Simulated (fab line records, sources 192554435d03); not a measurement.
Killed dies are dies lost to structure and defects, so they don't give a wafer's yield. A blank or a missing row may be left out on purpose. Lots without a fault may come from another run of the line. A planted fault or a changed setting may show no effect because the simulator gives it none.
Split-lot experiment | flow n5_finfet | 7 lots, 21 wafers read, on a route of 1938 steps

THE SPLIT
At N5_SD_EPI_N_EPI_21 (deposits Si:P, time 690 s), the setting epi_growth_time_s was moved away from the recipe's 690 s on 10 of the 21 wafers read, by -10.1% to +7.3%. The other wafers ran this setting at the recipe's value.

FROM THE SPLIT TO THE READING: what the file shows between them, 5 steps
- N5_SD_EPI_N_EPI_MEAS_23
- N5_SD_EPI_N_PRECLEAN_24: cleans in O3/DIW, time 60 s
- N5_SD_EPI_N_SRD_25: time 30 s
- N5_SD_ACTIVATION_RTA_00: time 0 s
- N5_SD_ACTIVATION_LSA_01: time 0.0008 s

THE READING
RS_SD_N, in ohm/sq, at N5_SD_ACTIVATION_RS_MEAS_03 (measures by four-point-probe). Fault-free wafers of this fab line usually give 21.94 ohm/sq, standard deviation 0.28 ohm/sq.

wafer  | tool, chamber at the split | epi_growth_time_s as run, s | against the recipe | RS_SD_N, ohm/sq | against lot-mates on the recipe
L081.2 | epi_rpcvd-01, 0            | 620.3                       | -10.1%             | 23.95           | no lot-mate on the recipe
L081.4 | epi_rpcvd-01, 0            | 620.3                       | -10.1%             | 23.58           | no lot-mate on the recipe
L081.5 | epi_rpcvd-01, 0            | 620.3                       | -10.1%             | 23.04           | no lot-mate on the recipe
L082.1 | epi_rpcvd-01, 0            | 690                         | recipe             | 21.75           | -
L082.4 | epi_rpcvd-01, 0            | 734.1                       | +6.4%              | 20.94           | -0.74
L082.5 | epi_rpcvd-01, 0            | 690                         | recipe             | 21.61           | -
L084.3 | epi_rpcvd-01, 0            | 726                         | +5.2%              | 20.75           | -0.91
L084.5 | epi_rpcvd-01, 0            | 690                         | recipe             | 21.66           | -
L084.6 | epi_rpcvd-01, 0            | 726                         | +5.2%              | 21.07           | -0.59
L088.1 | epi_rpcvd-01, 0            | 740.3                       | +7.3%              | 20.41           | -1.50
L088.2 | epi_rpcvd-01, 0            | 690                         | recipe             | 21.79           | -
L088.5 | epi_rpcvd-01, 0            | 690                         | recipe             | 22.02           | -
L090.1 | epi_rpcvd-01, 0            | 721.2                       | +4.5%              | 21.42           | -0.98
L090.2 | epi_rpcvd-01, 0            | 690                         | recipe             | 22.54           | -
L090.6 | epi_rpcvd-01, 0            | 690                         | recipe             | 22.27           | -
L096.1 | epi_rpcvd-01, 0            | 732.9                       | +6.2%              | 21.56           | -0.74
L096.2 | epi_rpcvd-01, 0            | 732.9                       | +6.2%              | 21.18           | -1.12
L096.5 | epi_rpcvd-01, 0            | 690                         | recipe             | 22.30           | -
L097.3 | epi_rpcvd-01, 0            | 690                         | recipe             | 22.42           | -
L097.4 | epi_rpcvd-01, 0            | 690                         | recipe             | 22.38           | -
L097.6 | epi_rpcvd-01, 0            | 690                         | recipe             | 22.08           | -

THE FIT
A straight line over all 21 wafers: RS_SD_N changes by -0.157 ohm/sq for each +1% of epi_growth_time_s; r = -0.92; the points scatter about the line by 0.35 ohm/sq.
The same after taking each lot's own level away (the mean of its wafers on the recipe; 18 wafers): -0.16 ohm/sq for each +1%; r = -0.94; scatter 0.18 ohm/sq.
On that fit, the largest move of epi_growth_time_s shifts the reading by 1.6 ohm/sq.
The lots' own levels span 21.660 to 22.405 ohm/sq, that is 2.7 times the standard deviation above.
So the lot-to-lot level changes the slope little: the two slopes agree.
Check: with one of the wafers moved furthest among these (+7.3%) left out of the fit, the line predicts -1.08 ohm/sq for it against its lot-mates. It came out at -1.5 ohm/sq against them.

OTHER SPLITS ON THESE WAFERS
These wafers also went through other splits before the reading. Each is held against what the fit with the lots' levels taken away leaves over:
other split on the same wafers            | wafers away from the commonest value | r with RS_SD_N (lot level and that fit taken away)
N5_WELL_APT_COAT_02 spin_rpm              | 4                                    | -0.04
N5_PMOS_HMC_CHANNEL_EPI_EXPOSE_06 dose_mj | 7                                    | -0.28
N5_PMOS_HMC_CHANNEL_EPI_PEB_07 peb_time_s | 5                                    | +0.24
N5_FIN_SAQP_ETCH_64 bias_w                | 10                                   | +0.12
N5_FIN_CUT_EXPOSE_05 dose_mj              | 10                                   | +0.34
N5_DUMMY_GATE_ETCH_31 target_depth_a      | 10                                   | -0.04
N5_SD_EPI_N_ETCH_45 target_depth_a        | 8                                    | +0.06

THE WHOLE CHAIN: every reading that the file lists as answering this split, in the file's order
step                        | what it does                 | reading                                                                         | change (the file's fit)               | r (the file's)
N5_SD_EPI_N_EPI_21          | deposits Si:P, time 690 s    | Si-P_of_SD_EPI_N_EPI_21.thk_nm (the simulator's own value, which no gauge read) | +0.387 nm for each +1% of the setting | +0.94
N5_SD_EPI_N_EPI_MEAS_23     |                              | thk_nm                                                                          | withheld for each +1% of the setting  | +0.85
N5_SD_ACTIVATION_RS_MEAS_03 | measures by four-point-probe | RS_SD_N                                                                         | -0.165 for each +1% of the setting    | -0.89

THE FILE'S OWN FIT
RS_SD_N changes by -0.165 ohm/sq for each +1% of epi_growth_time_s, r = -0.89.
